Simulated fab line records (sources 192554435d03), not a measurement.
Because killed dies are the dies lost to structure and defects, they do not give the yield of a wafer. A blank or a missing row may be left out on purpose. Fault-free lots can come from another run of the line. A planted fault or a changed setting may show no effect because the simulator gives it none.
Split-lot trial :: flow n5Finfet :: route with 1938 steps; 7 lots, 21 wafers read

## ABOUT THE SPLIT
At N5_BEOL_M10_COAT_63 (time 60 s, resist thk 100 nm), the setting spinRpm was moved away from the recipe's 1500 rpm on 6 of the 21 wafers read, by -3.7% to +11.0%. This setting was run at the recipe's value on the other wafers.

## FROM THE SPLIT TO THE READING: what the file shows between them, 5 steps
- N5_BEOL_M10_PEB_26: peb time 60 s (also split here: pebTimeS)
- N5_BEOL_M10_DEVELOP_27: develop time 30 s
- N5_BEOL_M10_CD_MEAS_28: target cd 70 nm
- N5_BEOL_M10_DESCUM_33: chemistry O2, time 7.9 s
- N5_BEOL_M10_ETCH_65: etches SiARC in CF4, target depth 39 nm, time 65 s

## THE READING
etch.depthNm (the simulator's own value, which no gauge read), in nm, at N5_BEOL_M10_ETCH_66 (etches SOC in N2/H2, target depth 120 nm, overetch 24 nm, time 180 s). The file does not state a usual value for it. Average 100.13 nm, standard deviation 0.55 nm, over the 15 wafers here run with the recipe.

wafer: L077.3
tool, chamber at the split: lithoTrack-01, 0
spinRpm as run, rpm: 1633
against the recipe: +8.9%
etch.depthNm, nm: 95.43
against lot-mates on the recipe: -4.55

wafer: L077.5
tool, chamber at the split: lithoTrack-01, 0
spinRpm as run, rpm: 1500
against the recipe: recipe
etch.depthNm, nm: 99.98
against lot-mates on the recipe: -

wafer: L077.6
tool, chamber at the split: lithoTrack-01, 0
spinRpm as run, rpm: 1633
against the recipe: +8.9%
etch.depthNm, nm: 95.57
against lot-mates on the recipe: -4.41

wafer: L079.4
tool, chamber at the split: lithoTrack-04, 0
spinRpm as run, rpm: 1500
against the recipe: recipe
etch.depthNm, nm: 100
against lot-mates on the recipe: -

wafer: L079.5
tool, chamber at the split: lithoTrack-04, 0
spinRpm as run, rpm: 1500
against the recipe: recipe
etch.depthNm, nm: 100.2
against lot-mates on the recipe: -

wafer: L079.6
tool, chamber at the split: lithoTrack-04, 0
spinRpm as run, rpm: 1500
against the recipe: recipe
etch.depthNm, nm: 100.1
against lot-mates on the recipe: -

wafer: L080.4
tool, chamber at the split: lithoTrack-04, 0
spinRpm as run, rpm: 1500
against the recipe: recipe
etch.depthNm, nm: 100.9
against lot-mates on the recipe: -

wafer: L080.5
tool, chamber at the split: lithoTrack-04, 0
spinRpm as run, rpm: 1665
against the recipe: +11.0%
etch.depthNm, nm: 95.88
against lot-mates on the recipe: -5.27

wafer: L080.6
tool, chamber at the split: lithoTrack-04, 0
spinRpm as run, rpm: 1500
against the recipe: recipe
etch.depthNm, nm: 101.4
against lot-mates on the recipe: -

wafer: L084.2
tool, chamber at the split: lithoTrack-01, 0
spinRpm as run, rpm: 1500
against the recipe: recipe
etch.depthNm, nm: 99.63
against lot-mates on the recipe: -

wafer: L084.3
tool, chamber at the split: lithoTrack-01, 0
spinRpm as run, rpm: 1573
against the recipe: +4.9%
etch.depthNm, nm: 97.49
against lot-mates on the recipe: -2.00

wafer: L084.6
tool, chamber at the split: lithoTrack-01, 0
spinRpm as run, rpm: 1500
against the recipe: recipe
etch.depthNm, nm: 99.34
against lot-mates on the recipe: -

wafer: L087.1
tool, chamber at the split: lithoTrack-05, 0
spinRpm as run, rpm: 1500
against the recipe: recipe
etch.depthNm, nm: 99.82
against lot-mates on the recipe: -

wafer: L087.3
tool, chamber at the split: lithoTrack-05, 0
spinRpm as run, rpm: 1444
against the recipe: -3.7%
etch.depthNm, nm: 101.5
against lot-mates on the recipe: +1.60

wafer: L087.6
tool, chamber at the split: lithoTrack-05, 0
spinRpm as run, rpm: 1500
against the recipe: recipe
etch.depthNm, nm: 99.98
against lot-mates on the recipe: -

wafer: L085.2
tool, chamber at the split: lithoTrack-05, 0
spinRpm as run, rpm: 1595
against the recipe: +6.3%
etch.depthNm, nm: 96.86
against lot-mates on the recipe: -2.66

wafer: L085.3
tool, chamber at the split: lithoTrack-05, 0
spinRpm as run, rpm: 1500
against the recipe: recipe
etch.depthNm, nm: 99.7
against lot-mates on the recipe: -

wafer: L085.5
tool, chamber at the split: lithoTrack-05, 0
spinRpm as run, rpm: 1500
against the recipe: recipe
etch.depthNm, nm: 99.34
against lot-mates on the recipe: -

wafer: L097.1
tool, chamber at the split: lithoTrack-05, 0
spinRpm as run, rpm: 1500
against the recipe: recipe
etch.depthNm, nm: 100.3
against lot-mates on the recipe: -

wafer: L097.3
tool, chamber at the split: lithoTrack-05, 0
spinRpm as run, rpm: 1500
against the recipe: recipe
etch.depthNm, nm: 100.7
against lot-mates on the recipe: -

wafer: L097.5
tool, chamber at the split: lithoTrack-05, 0
spinRpm as run, rpm: 1500
against the recipe: recipe
etch.depthNm, nm: 100.5
against lot-mates on the recipe: -

FIT RESULTS
A straight line over all 21 wafers: etch.depthNm changes by -0.464 nm for each +1% of spinRpm; r = -0.95; the points scatter about the line by 0.57 nm.
The same after taking each lot's own level away (the mean of its wafers on the recipe; 21 wafers): -0.477 nm for each +1%; r = -0.99; scatter 0.2 nm.
On that fit, the largest move of spinRpm shifts the reading by 5.3 nm.
The span of the lots' own levels, 99.485 to 101.150 nm, comes to 3.0 times the standard deviation stated above.
So the lot-to-lot level changes the slope little: the two slopes agree.
Check: for one of the wafers moved furthest among these (+11.0%), held out of the fit, the line's prediction against its lot-mates is -5.24 nm. It came out at -5.27 nm against them.

## ADDITIONAL SPLITS CARRIED BY THESE WAFERS
Note: prior to the reading, these wafers also went through further splits. Each is held against what the fit with the lots' levels taken away leaves over:
other split on the same wafers: N5_BEOL_M9_ILD_DEP_00 timeS
wafers away from the commonest value: 8
r with etch.depthNm (lot level and that fit taken away): +0.21

other split on the same wafers: N5_BEOL_M9_COAT_22 spinRpm
wafers away from the commonest value: 7
r with etch.depthNm (lot level and that fit taken away): +0.26

other split on the same wafers: N5_BEOL_M10_PEB_26 pebTimeS
wafers away from the commonest value: 2
r with etch.depthNm (lot level and that fit taken away): +0.14

## THE WHOLE CHAIN: every reading that the file lists as answering this split, in the file's order
step: N5_BEOL_M10_COAT_63
what it does: time 60 s, resist thk 100 nm
reading: SOC_of_BEOL_M10_COAT_63.thkNm (the simulator's own value, which no gauge read)
change (the file's fit): -0.475 nm for each +1% of the setting
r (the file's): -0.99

step: N5_BEOL_M10_ETCH_66
what it does: etches SOC in N2/H2, target depth 120 nm, overetch 24 nm, time 180 s
reading: etch.depthNm (the simulator's own value, which no gauge read)
change (the file's fit): -0.469 nm for each +1% of the setting
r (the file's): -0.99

## FILE'S OWN FIT
etch.depthNm changes by -0.469 nm for each +1% of spinRpm, r = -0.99.
